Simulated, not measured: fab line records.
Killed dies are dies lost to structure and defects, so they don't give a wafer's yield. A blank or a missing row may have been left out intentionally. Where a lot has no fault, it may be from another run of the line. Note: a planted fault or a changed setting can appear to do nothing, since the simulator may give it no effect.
fab line records	flow n5-finfet
[record] lots = 9	wafers = 26	last-day = 19
route steps=1938 shown BEOL_M4@1111 BEOL_M10@1487 PASSIVATION@1936
lots untouched by any fault: they come from a run of this same line in which no faults occurred
start-h: hours from the record's first day to the start of the lot's first wafer shown	wait-h: hours since the lot's step before	" repeats the value in the row above	L1.1+2: a single row standing in for several wafers	- no value, or no start was given	* or withheld: withheld	< > ~ a bound
route shown NAME@n: NAME is a module with steps in the file, n the number in the route of the first one	usual: the fault-free wafers' mean and standard deviation	same: alike in all rows	chamber/n: place in a boat	sites: each site's reading	_std_site: standard deviation across them	_edge_site: outer sites' mean less inner sites'	radius-mm: for every site, how far away it sits from the centre of the wafer	mask NAME#n: copy n	behind: tool/chamber where the wafer was last shaped	hold: cause of the lot's hold/its duration in hours/its outcome	device: names the non-switching transistor (n, p or np)	end of line: tests of these same wafers at the route's end	where a step has no rows: the recipe by itself	killed: count of dies lost to structure and defects at first sort (not the wafer's yield)	map: dies across one wafer; x = killed, . = not, _ = none there
set.NAME: the setting the step ran with; set.NAME@STEP: the setting that earlier step ran with	model.NAME: the simulator's own value behind a step, which no gauge read
steps of the route over a sample of lots; a table a step, a row a wafer
services: when a tool's chamber went out of use (start-h, in hours from the record's first day, below 0 if earlier), for how many hours, and the reason
[[steps]]
[step N5_BEOL_M4_RC_MEAS_101]
[usual] DIBL_N = 36.1/2.5	DIBL_P = 36/3.3	IOFF_N = 0.16/0.046	IOFF_P = 0.20/0.051	ION_N = 676/16	ION_P = 462/11	SS_N = 71.6/0.87	SS_P = 73.2/0.86	VT_N = 251/4.4	VT_P = -252/4.6
lot.wafer	tool	chamber	start-h	wait-h	DIBL_N[mV/V]	DIBL_P[mV/V]	IOFF_N[nA/um]	IOFF_P[nA/um]	ION_N[uA/um]	ION_P[uA/um]	SS_N[mV/dec]	SS_P[mV/dec]	VT_N[mV]	VT_P[mV]
L473.5	prober-02	0	201.20	0.6	36.6	37	0.17	0.21	683	459	71.8	73.2	249	-250
L473.6	"	0	"	"	37.9	39	0.20	0.26	692	472	72.5	74.2	248	-248
L476.1	prober-02	0	202.87	0.0	34.5	35	0.13	0.17	677	463	71.4	72.9	250	-253
L476.2	"	0	"	"	41.0	42	0.25	0.30	694	463	72.8	75.3	243	-249
L476.3	"	0	"	"	35.1	36	0.14	0.18	675	465	71.4	73.1	250	-255
L475.3	prober-02	0	208.42	0.3	37.8	36	0.17	0.22	690	469	71.1	73.6	249	-248
L475.4	"	0	"	"	31.4	29	0.09	0.13	667	461	70.0	71.8	255	-257
L475.6	"	0	"	"	38.4	35	0.17	0.19	676	463	71.7	72.9	253	-249
L477.2	prober-01	0	231.99	0.2	41.4	40	0.26	0.23	679	461	74.1	74.1	248	-252
L477.3	"	0	"	"	34.6	34	0.13	0.16	680	467	71.1	72.8	254	-253
L477.6	"	0	"	"	33.7	32	0.11	0.14	660	451	70.6	72.3	255	-256
L484.2	prober-02	0	270.40	0.2	39.0	35	0.18	0.17	661	443	73.2	73.4	254	-253
L484.4	"	0	"	"	34.0	30	0.10	0.12	657	450	70.7	72.7	258	-259
L484.5	"	0	"	"	33.2	29	0.10	0.11	666	447	70.3	71.5	260	-262
L486.1	prober-01	0	275.79	0.0	37.9	39	0.20	0.21	692	461	72.2	73.8	244	-251
L486.4	"	0	"	"	32.9	34	0.12	0.15	668	452	70.1	73.0	252	-255
L486.5	"	0	"	"	34.2	35	0.15	0.17	681	455	70.8	72.6	246	-253
L487.1	prober-01	0	294.50	0.0	37.8	36	0.21	0.19	676	452	73.2	72.3	247	-250
L487.4	"	0	"	"	40.8	43	0.28	0.33	710	485	72.2	74.8	242	-241
L487.5	"	0	"	"	38.4	39	0.24	0.24	706	474	72.7	72.9	243	-245
L496.2	prober-02	0	320.47	0.2	33.5	32	0.12	0.16	678	463	70.9	72.3	252	-254
L496.4	"	0	"	"	37.8	38	0.20	0.27	695	481	72.0	74.1	245	-243
L496.6	"	0	"	"	37.6	38	0.18	0.26	696	482	71.1	73.7	247	-245
L495.2	prober-01	0	338.74	0.2	40.5	40	0.22	0.27	656	451	73.0	73.8	252	-249
L495.5	"	0	"	"	39.1	40	0.21	0.30	690	481	72.1	74.3	248	-245
L495.6	"	0	"	"	35.2	34	0.11	0.19	630	447	70.9	72.7	256	-251
[step N5_BEOL_M10_ETCH_61]
[recipe] chemistry = CF4	target = SiARC	target-depth-a = 390	mask-material = CAR-ArF	time-s = 65	ion-energy-ev = 80	pressure-mtorr = 40	source-w = 545	bias-w = 36	Ar_flow_sccm = 100	cf4-flow-sccm = 100	ends = cleared
[usual] bias-w = 35.99/0.11	cf4-flow-sccm = 100.0/0.32	drypump-motor-current-A = 5.8/0.41	etch-rf-on-time-s = 64.1/2.3	oes-product-au = 0.68/0.064	rf-vpp-V = 184.3/1.2	showerhead-plenum-p-Torr = 2.15/0.064	throttle-valve-pct = 15.61/0.18
lot.wafer	tool	chamber	start-h	wait-h	bias-w	cf4-flow-sccm	drypump-motor-current-A	etch-rf-on-time-s	oes-product-au	rf-hours-counter-h	rf-vpp-V	showerhead-plenum-p-Torr	throttle-valve-pct
L476.1	rie-diel-02	2	252.97	0.0	35.83	100.0	5.5	61.9	0.68	121	184.6	2.21	15.52
L476.2	"	0	"	"	35.95	99.9	6.3	62.1	0.73	67	185.3	2.23	15.39
L476.3	"	1	"	"	35.94	100.1	5.4	60.5	0.73	71	184.8	2.17	15.37
L473.5	rie-diel-03	0	255.37	0.0	35.90	100.4	5.5	67.0	0.59	-	183.8	2.12	15.81
L473.6	"	3	"	"	36.07	100.1	5.9	67.2	0.74	-	184.7	2.18	15.66
L475.3	rie-diel-02	1	256.80	0.0	35.96	100.1	5.4	60.7	0.73	73	185.4	2.17	15.36
L475.4	"	0	"	"	35.93	99.9	6.2	61.5	0.73	68	187.7	2.23	15.39
L475.6	"	1	"	"	35.88	100.1	5.3	60.9	0.73	-	185.0	2.17	15.35
L477.2	rie-diel-02	3	281.11	0.0	36.04	99.3	5.6	67.1	0.58	237	181.2	2.02	15.90
L477.3	"	2	"	"	36.04	100.0	5.5	63.1	0.67	131	184.7	2.20	15.54
L477.6	"	3	"	"	35.96	99.7	5.7	66.9	0.58	-	182.5	2.02	15.90
L484.2	rie-diel-05	2	321.72	0.0	35.89	99.7	6.6	66.1	0.68	95	183.2	2.08	15.78
L484.4	"	1	"	"	36.06	100.5	5.9	63.0	0.69	-	182.5	2.06	15.60
L484.5	"	0	"	"	35.94	100.1	5.7	64.1	0.60	-	183.5	2.18	15.67
L486.1	rie-diel-05	1	325.56	0.0	36.06	99.4	5.9	63.6	0.68	104	183.8	2.06	15.59
L486.4	"	2	"	"	35.81	100.3	6.6	65.4	0.68	-	183.1	2.08	15.77
L486.5	"	1	"	"	35.85	99.1	5.9	63.6	0.68	-	183.1	2.06	15.57
L487.1	rie-diel-02	1	341.04	0.0	35.89	100.0	5.4	60.6	0.69	107	184.3	2.16	15.41
L487.4	"	1	"	"	36.08	99.3	5.4	60.3	0.71	-	183.9	2.16	15.41
L487.5	"	0	"	"	35.86	99.9	6.3	63.0	0.69	-	183.4	2.21	15.46
L496.2	rie-diel-02	3	371.04	0.0	36.02	100.7	5.7	64.9	0.80	12	185.5	2.27	15.44
L496.4	"	2	"	"	36.01	100.3	5.5	62.1	0.65	164	184.8	2.19	15.59
L496.6	"	1	"	"	35.89	99.8	5.4	60.4	0.68	-	185.1	2.16	15.46
L495.2	rie-diel-05	1	389.92	0.0	36.10	100.2	5.9	63.9	0.67	129	182.4	2.06	15.62
L495.5	"	1	"	"	36.01	100.3	5.9	63.7	0.66	-	182.1	2.06	15.63
L495.6	"	2	"	"	36.08	99.5	6.6	65.3	0.67	-	185.3	2.07	15.82
[step N5_BEOL_M10_CD_MEAS_28]
[recipe] target-cd-nm = 70	landing-energy-ev = 500	detector = se-inlens	polarity = opening
[usual] cd-nm = 69.5/1.3
lot.wafer	tool	chamber	start-h	wait-h	cd-nm
L476.1	cd-sem-03	0	253.94	-	70.6
L476.2	"	0	"	"	70.9
L476.3	"	0	"	"	72.2
L473.5	cd-sem-02	0	257.62	-	70.5
L473.6	"	0	"	"	70.9
L475.3	cd-sem-03	0	257.79	-	67.3
L475.4	"	0	"	"	69.5
L475.6	"	0	"	"	69.4
L477.2	cd-sem-03	0	283.16	-	70.5
L477.3	"	0	"	"	70.7
L477.6	"	0	"	"	69.1
L484.2	cd-sem-01	0	322.62	-	70.7
L484.4	"	0	"	"	71.9
L484.5	"	0	"	"	70.9
L486.1	cd-sem-03	0	326.39	-	68.1
L486.4	"	0	"	"	70.2
L486.5	"	0	"	"	70.9
L487.1	cd-sem-01	0	341.84	-	70.0
L487.4	"	0	"	"	69.9
L487.5	"	0	"	"	70.8
L496.2	cd-sem-03	0	374.15	-	71.4
L496.4	"	0	"	"	69.3
L496.6	"	0	"	"	69.7
L495.2	cd-sem-02	0	390.62	-	69.9
L495.5	"	0	"	"	70.5
L495.6	"	0	"	"	72.0
[step N5_BEOL_M10_VIA_ETCH_34]
[recipe] chemistry = C4F6/O2	target = SiCOH_lowk	target-depth-a = 1845	mask-material = SOC	taper-deg = 4	time-s = 69.2	ion-energy-ev = 250	pressure-mtorr = 30	source-w = 345	bias-w = 185	Ar_flow_sccm = 300	C4F6_flow_sccm = 10	O2_flow_sccm = 10
[usual] C4F6_flow_sccm = 9.998/0.029	O2_flow_sccm = 10.00/0.031	drypump-motor-current-A = 5.7/0.4	oes-product-au = 0.81/0.078	rf-vpp-V = 672/19	showerhead-plenum-p-Torr = 2.87/0.079	throttle-valve-pct = 20.91/0.22
lot.wafer	tool	chamber	start-h	wait-h	C4F6_flow_sccm	O2_flow_sccm	drypump-motor-current-A	oes-product-au	rf-hours-counter-h	rf-vpp-V	showerhead-plenum-p-Torr	throttle-valve-pct
L476.1	rie-diel-02	1	254.24	0.0	10.023	9.99	5.3	0.84	72	665	2.87	20.57
L476.2	"	0	"	"	9.971	9.96	6.3	0.85	67	673	2.96	20.61
L476.3	"	2	"	"	9.993	9.99	5.5	0.79	121	647	2.95	20.83
L473.5	rie-diel-03	1	258.14	0.0	10.046	9.95	5.5	0.97	-	688	2.92	20.88
L473.6	"	2	"	"	9.971	10.02	5.2	0.86	-	650	2.90	20.68
L475.3	rie-diel-05	2	258.59	0.0	9.987	10.04	6.6	0.83	75	662	2.77	21.09
L475.4	"	1	"	"	10.020	10.03	5.9	0.83	83	672	2.75	20.81
L475.6	"	3	"	"	9.981	9.98	5.4	0.68	-	703	2.95	21.30
L477.2	rie-diel-03	2	284.02	0.0	9.986	9.94	5.2	0.84	56	648	2.89	20.69
L477.3	"	3	"	"	9.965	10.03	5.9	0.86	45	683	2.90	21.07
L477.6	"	1	"	"	9.976	10.03	5.5	0.92	-	686	2.91	20.92
L484.2	rie-diel-02	1	323.52	0.0	10.022	10.00	5.4	0.80	97	666	2.86	20.60
L484.4	"	0	"	"	10.014	9.96	6.2	0.82	-	673	2.95	20.67
L484.5	"	2	"	"	10.037	10.01	5.5	0.77	-	648	2.94	20.87
L486.1	rie-diel-03	3	326.79	0.0	-	-	-	-	-	-	-	-
L486.4	"	1	"	"	-	-	-	-	-	-	-	-
L486.5	"	2	"	"	-	-	-	-	-	-	-	-
L487.1	rie-diel-05	3	342.14	0.0	-	-	-	-	-	-	-	-
L487.4	"	1	"	"	-	-	-	-	-	-	-	-
L487.5	"	2	"	"	-	-	-	-	-	-	-	-
L496.2	rie-diel-03	0	374.45	0.0	10.061	10.01	5.5	0.67	246	716	2.82	21.30
L496.4	"	2	"	"	10.040	10.03	5.2	0.81	89	646	2.88	20.74
L496.6	"	2	"	"	10.035	10.00	5.2	0.81	-	647	2.88	20.73
L495.2	rie-diel-03	2	391.20	0.0	10.036	9.99	5.2	0.80	96	647	2.88	20.78
L495.5	"	2	"	"	10.001	10.01	5.2	0.80	-	647	2.88	20.76
L495.6	"	1	"	"	10.016	10.01	5.5	0.84	-	687	2.90	20.95
[step N5_BEOL_M10_CD_MEAS_35]
[recipe] target-cd-nm = 70	polarity = opening
[usual] cd-nm = 70.2/0.95
lot.wafer	tool	chamber	start-h	wait-h	cd-nm
L476.1	cd-sem-03	-	254.68	0.0	70.7
L476.2	"	-	"	"	69.9
L476.3	"	-	"	"	71.7
L473.5	cd-sem-03	-	258.56	0.0	69.9
L473.6	"	-	"	"	70.4
L475.3	cd-sem-03	-	259.03	0.0	70.3
L475.4	"	-	"	"	68.4
L475.6	"	-	"	"	70.1
L477.2	cd-sem-03	-	284.46	0.0	71.1
L477.3	"	-	"	"	69.4
L477.6	"	-	"	"	69.3
L484.2	cd-sem-01	-	323.96	0.0	72.4
L484.4	"	-	"	"	70.9
L484.5	"	-	"	"	71.7
L486.1	cd-sem-01	-	327.23	0.0	69.4
L486.4	"	-	"	"	69.5
L486.5	"	-	"	"	68.3
L487.1	cd-sem-01	-	342.58	0.0	70.0
L487.4	"	-	"	"	70.8
L487.5	"	-	"	"	70.8
L496.2	cd-sem-03	-	374.90	0.0	69.6
L496.4	"	-	"	"	69.4
L496.6	"	-	"	"	70.1
L495.2	cd-sem-03	-	391.64	0.0	68.4
L495.5	"	-	"	"	68.8
L495.6	"	-	"	"	70.0
[step N5_PASSIVATION_PROBE_49]
[usual] defect-limited-yield = 91.0/1.4	killed_at_M0_to_M3 = 34/10	killed_at_M4_up = 15/5.5	killed-at-contacts = 12/6.1	killed-at-front-end = 41/12	killed-at-other = 4/3.4	killed-dies = 106/17	killed-on-rim = 14/4	killed-open = 70/13	killed-short = 34/7.4	sort_bin_4_leakage = 0.01/0.065	sort_bin_5_function = 5.3/1	sort_bin_6_memory = 3.4/0.69	sort_bin_8_speed = 0.03/0.22	sort-n-pass = 1073/17	sort-yield-pct = 91.0/1.4
[same] gross-dies = 1180	killed-at-back-side = 0
lot.wafer	tool	chamber	start-h	wait-h	defect-limited-yield[%]	killed_at_M0_to_M3	killed_at_M4_up	killed-at-contacts	killed-at-front-end	killed-at-other	killed-dies	killed-on-rim	killed-open	killed-short	sort_bin_4_leakage[%]	sort_bin_5_function[%]	sort_bin_6_memory[%]	sort_bin_8_speed[%]	sort-n-pass	sort-yield-pct[%]
L476.1	prober-02	-	304.97	0.0	91.4	33	13	10	39	6	101	21	72	28	0	5.4	2.8	0	1079	91.4
L476.2	prober-02	-	305.02	0.1	89.4	58	9	9	44	5	125	13	86	35	0.08	5.8	4.4	0	1054	89.3
L476.3	prober-02	-	305.07	0.1	90.7	43	9	10	42	6	110	13	72	38	0	5.6	3.1	0	1070	90.7
L473.5	prober-02	-	314.09	0.2	93.6	21	21	5	28	0	75	6	50	20	0	3.9	1.9	0	1105	93.6
L473.6	prober-02	-	314.14	0.3	93.8	15	8	13	36	1	73	11	39	30	0	3.7	2.0	0	1107	93.8
L486.1	prober-02	-	384.51	0.0	0	37	1107	4	31	1	1180	152	49	33	0	96.4	3.5	0	0	0
L486.4	prober-02	-	384.66	0.2	0	33	1097	2	48	0	1180	152	62	25	0	96.8	3.1	0	0	0
L486.5	prober-02	-	384.71	0.2	0	55	1076	2	45	2	1180	152	76	34	0	95.8	4.0	0	0	0
L487.1	prober-01	-	408.83	0.0	0	28	1085	22	34	11	1180	152	79	33	0	96.3	3.5	0	0	0
L487.4	prober-01	-	408.98	0.2	0	19	1128	7	20	6	1180	152	37	29	0	96.9	3.0	0	0	0
L487.5	prober-01	-	409.03	0.2	0	31	1117	6	19	7	1180	152	48	25	0	97.8	2.0	0	0	0
L496.2	prober-02	-	436.70	0.1	90.2	45	9	24	31	7	116	15	81	32	0	5.6	3.6	0	1064	90.2
L496.4	prober-02	-	436.80	0.2	92.1	25	15	14	31	8	93	16	58	31	0	3.0	4.2	0	1087	92.1
L496.6	prober-02	-	436.90	0.3	93.7	25	7	10	28	4	74	16	46	22	0	3.2	2.6	0.08	1106	93.7
// killed by level:class
L476.1 STI_FIN_REVEAL:geometric-particle:open=22 MOL_CONTACT_COAG:geometric-particle:open=9 BEOL_M0_SAQP:geometric-particle:short=5 BEOL_M1:geometric-particle:open=5 BEOL_M2:geometric-particle:open=5 BEOL_M4:geometric-particle:open=5 BEOL_M0_SAQP:geometric-particle:open=4 STARTING-WAFER:geometric-particle:open=4
L476.2 BEOL_M2:geometric-particle:open=16 STI_FIN_REVEAL:geometric-particle:open=10 BEOL_M3:geometric-particle:open=10 FIN_SAQP:geometric-particle:open=8 BEOL_M0:geometric-particle:open=7 MOL_CONTACT_COAG:geometric-particle:open=7 BEOL_M2:geometric-particle:short=6 BEOL_M0:geometric-particle:short=5
L476.3 STI_FIN_REVEAL:geometric-particle:open=27 BEOL_M0_SAQP:geometric-particle:short=11 BEOL_M0_SAQP:geometric-particle:open=11 MOL_CONTACT_COAG:geometric-particle:open=10 BEOL_M3:geometric-particle:open=9 STI_FIN_REVEAL:geometric-particle:short=6 BEOL_M3:geometric-particle:short=4 BEOL_M4:geometric-particle:open=4
L473.5 BEOL_M4:geometric-particle:open=9 BEOL_M5:geometric-particle:open=9 FIN_SAQP:geometric-particle:short=7 FIN_SAQP:geometric-particle:open=6 HKMG_FIN:area-etch=5 MOL_CONTACT_COAG:geometric-particle:open=4 BEOL_M0_SAQP:geometric-particle:open=4 BEOL_M2:geometric-particle:short=4
L473.6 FIN_SAQP:geometric-particle:short=11 MOL_CONTACT_COAG:geometric-particle:open=10 FIN_SAQP:geometric-particle:open=6 BEOL_M3:geometric-particle:open=4 STI_FIN_REVEAL:geometric-particle:short=3 STI_FIN_REVEAL:geometric-particle:open=3 GATE_CUT:geometric-particle:short=3 MOL_CONTACT_COAG:geometric-particle:short=3
L486.1 BEOL_M10:area-etch=1098 BEOL_M0_SAQP:geometric-particle:short=9 BEOL_M3:geometric-particle:open=9 STI_FIN_REVEAL:geometric-particle:open=6 BEOL_M0_SAQP:geometric-particle:open=5 GATE_CUT:geometric-particle:short=4 BEOL_M0:geometric-particle:open=4 FIN_SAQP:geometric-particle:short=3
L486.4 BEOL_M10:area-etch=1090 STI_FIN_REVEAL:geometric-particle:open=14 BEOL_M2:geometric-particle:open=9 FIN_SAQP:geometric-particle:open=7 DUMMY_GATE:geometric-particle:open=6 BEOL_M0_SAQP:geometric-particle:short=6 BEOL_M0_SAQP:geometric-particle:open=5 BEOL_M3:geometric-particle:open=5
L486.5 BEOL_M10:area-etch=1065 BEOL_M0_SAQP:geometric-particle:open=14 BEOL_M0_SAQP:geometric-particle:short=12 FIN_SAQP:geometric-particle:open=11 STI_FIN_REVEAL:geometric-particle:open=10 BEOL_M2:geometric-particle:open=8 BEOL_M3:geometric-particle:open=7 STI_FIN_REVEAL:geometric-particle:short=5
L487.1 BEOL_M10:area-etch=1067 MOL_CONTACT_COAG:geometric-particle:open=16 BEOL_M2:geometric-particle:open=10 BEOL_M4:geometric-particle:open=7 BEOL_M3:geometric-particle:open=7 MOL_CONTACT_COAG:geometric-particle:short=6 BEOL_M1:geometric-particle:open=6 FIN_SAQP:geometric-particle:open=5
L487.4 BEOL_M10:area-etch=1112 MOL_CONTACT_COAG:geometric-particle:open=7 BEOL_M4:geometric-particle:open=7 BEOL_M0_SAQP:geometric-particle:short=6 FIN_SAQP:geometric-particle:short=5 BEOL_M2:geometric-particle:open=4 STARTING-WAFER:geometric-particle:short=4 GATE_CUT:geometric-particle:short=3
L487.5 BEOL_M10:area-etch=1107 BEOL_M2:geometric-particle:open=12 BEOL_M3:geometric-particle:open=6 BEOL_M2:geometric-particle:short=4 BEOL_M5:geometric-particle:open=4 STARTING-WAFER:geometric-particle:open=4 FIN_SAQP:geometric-particle:open=3 MOL_CONTACT_COAG:geometric-particle:short=3
L496.2 MOL_CONTACT_COAG:geometric-particle:open=19 BEOL_M0_SAQP:geometric-particle:open=12 BEOL_M0_SAQP:geometric-particle:short=10 BEOL_M1:geometric-particle:open=9 BEOL_M2:geometric-particle:open=8 FIN_SAQP:geometric-particle:open=7 STI_FIN_REVEAL:geometric-particle:open=5 MOL_CONTACT_COAG:geometric-particle:short=5
L496.4 MOL_CONTACT_COAG:geometric-particle:open=11 BEOL_M2:geometric-particle:open=9 BEOL_M0_SAQP:geometric-particle:open=8 BEOL_M4:geometric-particle:open=8 FIN_SAQP:geometric-particle:open=7 GATE_CUT:geometric-particle:short=4 BEOL_M0_SAQP:geometric-particle:short=4 PAD_METAL:geometric-particle:short=4
L496.6 MOL_CONTACT_COAG:geometric-particle:open=9 BEOL_M1:geometric-particle:open=7 BEOL_M0_SAQP:geometric-particle:short=5 DUMMY_GATE:geometric-particle:open=4 BEOL_M0_SAQP:geometric-particle:open=3 BEOL_M2:geometric-particle:open=3 BEOL_M3:geometric-particle:open=3 BEOL_M5:geometric-particle:open=3
[[services]]
tool	chamber	start-h	hours	kind
rie-diel-03	-	232.52	14.6	pm
rie-diel-02	1	243.33	2.4	repair
rie-diel-03	-	251.20	0.3	repair
rie-diel-05	3	293.58	5.8	repair
rie-diel-03	-	299.69	0.3	repair
rie-diel-05	3	316.44	-	clean
rie-diel-05	3	316.44	-	consumable-replace:focus-ring
rie-diel-05	3	316.44	19.1	scheduled-down
rie-diel-05	3	316.44	19.1	vent-cycle
rie-diel-02	3	318.66	-	clean
rie-diel-02	3	318.66	-	consumable-replace:focus-ring
rie-diel-02	3	318.66	-	consumable-replace:showerhead
rie-diel-02	3	318.66	21.9	scheduled-down
rie-diel-02	3	318.66	21.9	vent-cycle
rie-diel-05	0	335.62	-	clean
rie-diel-05	0	335.62	-	consumable-replace:focus-ring
rie-diel-05	0	335.62	25.1	scheduled-down
rie-diel-05	0	335.62	25.1	vent-cycle
rie-diel-02	2	340.01	10.3	repair
rie-diel-05	3	359.97	5.1	repair
rie-diel-03	0	385.85	-	clean
rie-diel-03	0	385.85	-	consumable-replace:focus-ring
rie-diel-03	0	385.85	22.0	scheduled-down
rie-diel-03	0	385.85	22.0	vent-cycle
[[key]]
[first-sign] step = N5_BEOL_M10_VIA_ETCH_34	reading = tool-record	direction = missing
[effect] step = N5_PASSIVATION_PROBE_49	reading = killed_at_M4_up	direction = up	sigmas = 99+	usual = 15	struck = 1102
[more-kills-born-at] N5_BEOL_M10_VIA_ETCH_34@rie-diel-05 = 3286	N5_BEOL_M10_VIA_ETCH_34@rie-diel-03 = 3253
met-at N5_BEOL_M10_VIA_ETCH_34
struck-lots L486,L487
later-rows-left-out L486.1,L486.4,L486.5,L487.1,L487.4,L487.5
not-acting-at N5_BEOL_M10_ETCH_61,N5_BEOL_M10_CD_MEAS_28,N5_BEOL_M10_CD_MEAS_35
onset-between 284.02 326.79
[fault] kind = skipped-step-whole	tool = rie-diel-03,rie-diel-05	chamber = -	onset-h = 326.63	steps = N5_BEOL_M10_VIA_ETCH_34	scope = struck-lots-only
// later-rows-left-out: the simulator's readings of these wafers behind a module that went badly wrong aren't trusted and aren't shown, but for the sort
